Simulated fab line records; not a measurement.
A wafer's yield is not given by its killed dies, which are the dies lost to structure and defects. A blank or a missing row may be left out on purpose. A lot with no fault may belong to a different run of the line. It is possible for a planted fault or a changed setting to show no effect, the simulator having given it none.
The tool behind it: which one? | flow n5Finfet | 72 wafers from 24 lots sampled at 5 of the route's 1938 steps

WHAT THE GAUGES SHOWED, per wafer
N5_SD_EPI_P_EPI_MEAS_23.
lot  | measured    | on           | thkNm (nm)
L074 | day 3 10:08 | filmMetro-02 | 59.5 62.2 63.8
L075 | day 3 17:49 | filmMetro-01 | 60.2 59.9 59.2
L076 | day 3 22:00 | filmMetro-01 | 62.6 59.0 62.8
L077 | day 4 08:48 | filmMetro-02 | 63.5 63.4 62.5
L078 | day 4 11:54 | filmMetro-01 | 60.4 61.2 59.0
L079 | day 4 17:02 | filmMetro-02 | 60.5 59.9 60.9
L080 | day 4 22:52 | filmMetro-01 | 59.6 59.2 62.4
L081 | day 5 06:23 | filmMetro-01 | 60.2 61.7 62.8
L082 | day 5 09:29 | filmMetro-01 | 59.7 62.2 60.1
L083 | day 5 17:04 | filmMetro-01 | 59.1 61.8 61.3
L084 | day 5 21:55 | filmMetro-01 | 61.6 60.4 59.6
L085 | day 6 08:24 | filmMetro-02 | 61.5 60.7 61.8
L086 | day 6 10:15 | filmMetro-01 | 59.4 61.0 62.5
L087 | day 6 19:56 | filmMetro-02 | 59.3 60.7 60.6
L088 | day 7 03:20 | filmMetro-02 | 61.7 64.2 63.9
L089 | day 7 06:35 | filmMetro-01 | 60.2 62.2 61.7
L090 | day 7 10:59 | filmMetro-02 | 59.7 61.9 60.1
L091 | day 7 15:38 | filmMetro-01 | 61.2 60.5 60.4
L092 | day 7 21:48 | filmMetro-01 | 60.7 60.6 60.4
L093 | day 8 03:46 | filmMetro-02 | 62.4 60.8 59.4
L094 | day 8 11:09 | filmMetro-01 | 62.9 61.1 61.7
L095 | day 8 18:10 | filmMetro-02 | 62.1 61.2 61.1
L096 | day 8 20:31 | filmMetro-02 | 60.8 58.4 60.1
L097 | day 9 08:49 | filmMetro-01 | 61.5 60.2 61.6

N5_SDB_OVL_MEAS_12.
lot  | measured    | on         | SDB_OVL (nm)
L074 | day 3 18:25 | overlay-02 | -1.5 0.8 -1.1
L075 | day 4 01:35 | overlay-02 | -1.0 -0.8 -1.0
L076 | day 4 06:02 | overlay-01 | -0.5 -1.3 -0.1
L077 | day 4 16:28 | overlay-02 | -0.6 -0.4 -0.3
L078 | day 4 19:58 | overlay-01 | -0.2 1.2 -0.4
L079 | day 5 02:25 | overlay-02 | -0.6 -1.0 -1.6
L080 | day 5 07:17 | overlay-02 | -1.5 -1.9 -0.7
L081 | day 5 14:05 | overlay-02 | -0.9 -0.4 -0.8
L082 | day 5 17:06 | overlay-02 | -0.3 -0.6 -1.4
L083 | day 6 00:52 | overlay-02 | -0.1 -0.5 -0.1
L084 | day 6 05:58 | overlay-02 | -0.3 -0.6 -1.0
L085 | day 6 16:19 | overlay-02 | -0.4 0.1 1.0
L086 | day 6 17:51 | overlay-01 | 0.7 -0.5 -0.7
L087 | day 7 03:43 | overlay-01 | -0.5 -0.4 0.4
L088 | day 7 11:11 | overlay-02 | -0.1 -1.5 -0.5
L089 | day 7 14:13 | overlay-02 | -1.2 -0.7 -0.9
L090 | day 7 19:11 | overlay-02 | -0.1 -0.7 -1.0
L091 | day 7 23:13 | overlay-02 | 0.7 0.1 0.5
L092 | day 8 05:27 | overlay-02 | -0.4 -1.7 0.0
L093 | day 8 11:37 | overlay-01 | -0.6 -0.1 -2.1
L094 | day 8 18:51 | overlay-02 | -1.4 -0.5 -1.6
L095 | day 9 02:25 | overlay-01 | 0.2 0.1 -0.9
L096 | day 9 05:55 | overlay-02 | 0.5 -0.2 0.0
L097 | day 9 17:19 | overlay-01 | -0.4 -1.3 -0.9

WHAT TOOL EACH LOT RAN ON (gives the tool, then ch and the chambers of the sampled wafers, and finally the start)
lot  | N5_SD_EPI_P_ETCH_47              | N5_SD_EPI_P_STRIP_40               | N5_ILD0_ALD_15
L074 | rieDiel-05 ch 1,2,3, day 3 07:05 | plasmaAsher-01 ch 0,1, day 3 07:26 | aldSin-02 ch 0,3, day 3 15:22
L075 | rieDiel-05 ch 0,1, day 3 13:57   | plasmaAsher-01 ch 0,1, day 3 14:16 | aldSin-02 ch 1,2, day 3 22:32
L076 | rieDiel-06 ch 0,2, day 3 18:58   | plasmaAsher-01 ch 0,1, day 3 19:17 | aldSin-02 ch 0,1,2, day 4 02:59
L077 | rieDiel-05 ch 2,3, day 4 05:30   | plasmaAsher-01 ch 0,1, day 4 06:04 | aldSin-04 ch 1,2,3, day 4 13:31
L078 | rieDiel-01 ch 0,2,3, day 4 08:52 | plasmaAsher-02 ch 0,1, day 4 09:11 | aldSin-04 ch 0,1,3, day 4 17:02
L079 | rieDiel-06 ch 2,3, day 4 14:00   | plasmaAsher-02 ch 0,1, day 4 14:19 | aldSin-04 ch 0,1, day 4 23:22
L080 | rieDiel-06 ch 0,1,2, day 4 19:50 | plasmaAsher-02 ch 0,1, day 4 20:09 | aldSin-03 ch 0,1,2, day 5 04:16
L081 | rieDiel-06 ch 0,3, day 5 02:31   | plasmaAsher-01 ch 0,1, day 5 02:51 | aldSin-02 ch 0,1,3, day 5 11:04
L082 | rieDiel-01 ch 1,2, day 5 05:36   | plasmaAsher-02 ch 0,1, day 5 05:55 | aldSin-02 ch 0,2,3, day 5 14:10
L083 | rieDiel-01 ch 0,2, day 5 14:02   | plasmaAsher-01 ch 0,1, day 5 14:22 | aldSin-03 ch 0,3, day 5 21:49
L084 | rieDiel-01 ch 1,2, day 5 18:02   | plasmaAsher-02 ch 0,1, day 5 18:22 | aldSin-04 ch 0,1, day 6 02:56
L085 | rieDiel-01 ch 1,2,3, day 6 05:22 | plasmaAsher-02 ch 0,1, day 6 05:42 | aldSin-04 ch 0,1,2, day 6 13:16
L086 | rieDiel-01 ch 0,1, day 6 07:10   | plasmaAsher-02 ch 0,1, day 6 07:29 | aldSin-03 ch 0,1,3, day 6 14:56
L087 | rieDiel-06 ch 0,1,2, day 6 16:50 | plasmaAsher-02 ch 0,1, day 6 17:14 | aldSin-02 ch 0,2,3, day 7 00:41
L088 | rieDiel-01 ch 0,2, day 7 00:19   | plasmaAsher-02 ch 0,1, day 7 00:38 | aldSin-02 ch 2,3, day 7 08:13
L089 | rieDiel-01 ch 0,1,3, day 7 01:00 | plasmaAsher-02 ch 0,1, day 7 01:19 | aldSin-04 ch 0,2,3, day 7 11:16
L090 | rieDiel-06 ch 0,1, day 7 07:56   | plasmaAsher-01 ch 0,1, day 7 08:17 | aldSin-04 ch 0,3, day 7 16:07
L091 | rieDiel-05 ch 0,1,3, day 7 10:39 | plasmaAsher-02 ch 0,1, day 7 10:58 | aldSin-02 ch 0,1,3, day 7 20:18
L092 | rieDiel-01 ch 0,1, day 7 18:46   | plasmaAsher-01 ch 0, day 7 19:05   | aldSin-02 ch 1,2,3, day 8 02:32
L093 | rieDiel-06 ch 0,1,2, day 8 00:44 | plasmaAsher-01 ch 0,1, day 8 01:02 | aldSin-02 ch 0,2,3, day 8 08:35
L094 | rieDiel-01 ch 1,2, day 8 08:05   | plasmaAsher-02 ch 0,1, day 8 08:27 | aldSin-02 ch 0,1, day 8 15:49
L095 | rieDiel-01 ch 2,3, day 8 14:17   | plasmaAsher-02 ch 0,1, day 8 14:36 | aldSin-02 ch 0,1,2, day 8 23:22
L096 | rieDiel-01 ch 2,3, day 8 17:26   | plasmaAsher-01 ch 0,1, day 8 17:47 | aldSin-03 ch 1,3, day 9 03:00
L097 | rieDiel-01 ch 1,3, day 9 03:49   | plasmaAsher-01 ch 0,1, day 9 04:08 | aldSin-03 ch 0,1,2, day 9 14:24
- N5_SD_EPI_P_ETCH_47: etches SiOCN in CH3F/O2, target depth 25 nm.
- N5_SD_EPI_P_STRIP_40: strips in N2/H2.
- N5_ILD0_ALD_15: deposits SiNx, target thk 24 nm, pulse time 1 s, ald cycles 480.

WHAT THE TOOLS THEMSELVES READ (means of the sampled wafers that have a number; where no wafer has one, the mark that the record gives instead)
N5_SD_EPI_P_ETCH_47.
lot  | tool       | CH3F_flow_sccm (sccm) | drypumpMotorCurrentA (A) | oesProductAu (a.u.) | rfVppV (V) | showerheadPlenumPTorr (Torr) | throttleValvePct (%)
L074 | rieDiel-05 | 30.02                 | 5.9                      | 0.74                | 125.8      | 1.97                         | 16.57
L075 | rieDiel-05 | 29.94                 | 6.0                      | 0.85                | 129.7      | 2.00                         | 16.17
L076 | rieDiel-06 | 29.82                 | 5.8                      | 0.79                | 125.9      | 1.95                         | 16.15
L077 | rieDiel-05 | 29.95                 | 5.6                      | 0.73                | 125.6      | 1.91                         | 16.57
L078 | rieDiel-01 | 30.09                 | 5.6                      | 0.79                | 127.2      | 1.99                         | 16.38
L079 | rieDiel-06 | 30.00                 | 6.0                      | 0.68                | 128.5      | 1.97                         | 16.60
L080 | rieDiel-06 | 30.09                 | 6.0                      | 0.85                | 127.4      | 2.02                         | 16.21
L081 | rieDiel-06 | 30.00                 | 5.9                      | 0.77                | 126.2      | 1.94                         | 16.18
L082 | rieDiel-01 | 30.08                 | 5.9                      | 0.79                | 127.6      | 2.04                         | 16.53
L083 | rieDiel-01 | 30.01                 | 5.5                      | 0.80                | 127.7      | 2.01                         | 16.35
L084 | rieDiel-01 | 29.98                 | 5.9                      | 0.78                | 127.8      | 2.03                         | 16.54
L085 | rieDiel-01 | 30.00                 | 5.7                      | 0.76                | 127.3      | 2.00                         | 16.47
L086 | rieDiel-01 | 30.04                 | 5.4                      | 0.77                | 126.7      | 2.03                         | 16.32
L087 | rieDiel-06 | 29.96                 | 6.0                      | 0.81                | 126.4      | 2.01                         | 16.26
L088 | rieDiel-01 | 30.07                 | 5.5                      | 0.79                | 128.2      | 2.01                         | 16.37
L089 | rieDiel-01 | 30.02                 | 5.4                      | 0.75                | 126.5      | 1.99                         | 16.37
L090 | rieDiel-06 | 30.02                 | 6.0                      | 0.84                | 125.0      | 1.99                         | 16.04
L091 | rieDiel-05 | 30.01                 | 5.8                      | 0.78                | 127.6      | 1.98                         | 16.39
L092 | rieDiel-01 | 29.96                 | 5.4                      | 0.74                | 126.8      | 2.04                         | 16.41
L093 | rieDiel-06 | 30.04                 | 6.0                      | 0.80                | 127.5      | 2.01                         | 16.26
L094 | rieDiel-01 | 29.91                 | 5.7                      | 0.74                | 127.7      | 2.04                         | 16.53
L095 | rieDiel-01 | 29.98                 | 5.7                      | 0.75                | 127.5      | 1.94                         | 16.48
L096 | rieDiel-01 | 29.95                 | 5.7                      | 0.75                | 127.1      | 1.94                         | 16.48
L097 | rieDiel-01 | 29.94                 | 5.5                      | 0.73                | 126.4      | 1.95                         | 16.45

N5_SD_EPI_P_STRIP_40.
lot  | tool           | drypumpMotorCurrentA (A) | heaterPowerW (W) | oesProductAu (a.u.)
L074 | plasmaAsher-01 | 6.6                      | 303              | 0.768
L075 | plasmaAsher-01 | 6.3                      | 300              | 0.764
L076 | plasmaAsher-01 | 6.5                      | 308              | 0.761
L077 | plasmaAsher-01 | 6.3                      | 303              | 0.752
L078 | plasmaAsher-02 | 6.1                      | 341              | 0.758
L079 | plasmaAsher-02 | 6.0                      | 341              | 0.764
L080 | plasmaAsher-02 | 6.0                      | 341              | 0.760
L081 | plasmaAsher-01 | 6.6                      | 309              | 0.757
L082 | plasmaAsher-02 | 6.1                      | 346              | 0.754
L083 | plasmaAsher-01 | 6.6                      | 309              | 0.765
L084 | plasmaAsher-02 | 6.0                      | 335              | 0.765
L085 | plasmaAsher-02 | 6.1                      | 340              | 0.767
L086 | plasmaAsher-02 | 6.1                      | 338              | 0.761
L087 | plasmaAsher-02 | 6.1                      | 347              | 0.774
L088 | plasmaAsher-02 | 6.0                      | 336              | 0.767
L089 | plasmaAsher-02 | 6.1                      | 335              | 0.754
L090 | plasmaAsher-01 | 6.4                      | 306              | 0.749
L091 | plasmaAsher-02 | 6.0                      | 338              | 0.767
L092 | plasmaAsher-01 | 6.1                      | 303              | 0.763
L093 | plasmaAsher-01 | 6.5                      | 312              | 0.757
L094 | plasmaAsher-02 | 6.0                      | 335              | 0.762
L095 | plasmaAsher-02 | 6.0                      | 334              | 0.767
L096 | plasmaAsher-01 | 6.3                      | 299              | 0.767
L097 | plasmaAsher-01 | 6.6                      | 306              | 0.756

N5_ILD0_ALD_15.
lot  | tool      | heaterPowerW (W) | precursorPulseHeightRel
L074 | aldSin-02 | 769              | 1.012
L075 | aldSin-02 | 754              | 1.000
L076 | aldSin-02 | 761              | 1.013
L077 | aldSin-04 | 848              | 1.020
L078 | aldSin-04 | 884              | 1.002
L079 | aldSin-04 | 781              | 0.998
L080 | aldSin-03 | 850              | 1.005
L081 | aldSin-02 | 720              | 0.994
L082 | aldSin-02 | 757              | 1.010
L083 | aldSin-03 | 756              | 1.002
L084 | aldSin-04 | 805              | 0.989
L085 | aldSin-04 | 790              | 1.013
L086 | aldSin-03 | 820              | 0.997
L087 | aldSin-02 | 744              | 0.988
L088 | aldSin-02 | 764              | 1.023
L089 | aldSin-04 | 878              | 0.998
L090 | aldSin-04 | 979              | 1.005
L091 | aldSin-02 | 715              | 0.981
L092 | aldSin-02 | 768              | 1.008
L093 | aldSin-02 | 752              | 0.993
L094 | aldSin-02 | 709              | 0.995
L095 | aldSin-02 | 733              | 0.987
L096 | aldSin-03 | 736              | 1.016
L097 | aldSin-03 | 853              | 0.994

THE ANSWER, worked out from the rows above alone
Rule: the usual values come from the lots themselves. The widest of any qualifying gaps counts: lots, ordered by their means at a reading, are off when they make up no more than a third of the lots, leave a main group of 4 or more, and stand apart from it by 3 or more times the standard deviation of that group's means. The tables above print the reading to a certain number of digits; a main group whose means all agree to those digits is not used. Also off: a lot with no number at a reading for which 4 or more lots have one. Where the step has rows for the other lots, those lots are counted as sound. The gauges are gone through in route order, then the tools' own readings, and for those a lot's mean is taken as printed above. At the first step where some lot is off, the reading lying furthest off is the one used; lots without a number count as furthest.
Nothing can be told from this: no lot is off at any reading shown.

WHAT THE SIMULATOR PUT IN
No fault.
